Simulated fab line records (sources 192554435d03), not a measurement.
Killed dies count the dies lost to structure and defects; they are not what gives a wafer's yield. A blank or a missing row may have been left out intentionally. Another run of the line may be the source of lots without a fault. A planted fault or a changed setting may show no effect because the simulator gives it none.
Chamber matching + flow n5_finfet + N5_HKMG_FIN_ALD_71 on ald_metal-01 has 4 sister chambers
The step deposits TiN, target thk 1 nm, pulse time 1 s, purge time 3 s. 4 wafers are shown with their chamber, then 7 later ones without.

WAFERS PAIRED WITH THEIR CHAMBERS
| wafer  | chamber | heater_power_w (W) |
|--------|---------|--------------------|
| L086.3 | 1       | 913                |
| L086.4 | 3       | 906                |
| L089.1 | 2       | 1033               |
| L089.5 | 0       | 774                |

WAFERS WITHOUT THEIR CHAMBER
| wafer  | heater_power_w (W) |
|--------|--------------------|
| L089.6 | 931                |
| L095.2 | 791                |
| L095.5 | 783                |
| L095.6 | 914                |
| L096.3 | 889                |
| L096.5 | 1009               |
| L096.6 | 921                |

EACH ONE'S CHAMBER
| wafer  | from the rows above     | in truth |
|--------|-------------------------|----------|
| L089.6 | can't be placed: 1 or 3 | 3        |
| L095.2 | 0                       | 0        |
| L095.5 | 0                       | 0        |
| L095.6 | can't be placed: 1 or 3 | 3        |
| L096.3 | can't be placed: 3 or 1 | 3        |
| L096.5 | 2                       | 2        |
| L096.6 | can't be placed: 1 or 3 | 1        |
Correct placement for 3 of the 7. Can't be placed from these rows: 4 (the true chamber is among the candidates in 4). 0 placed wrongly.
How it was worked out, from the rows above alone: a wafer's distance from a chamber is the root of the sum, over the readings, of the square of ((its reading less the chamber's mean) divided by the reading's scatter). The wafer belongs to the nearest chamber; if the next one is less than 2 further off, it can't be placed. Each chamber's mean is taken over the wafers shown for it. The scatter: with one shown wafer a chamber, the root of the mean of the squares of how far each hidden wafer lies from its nearest shown one.
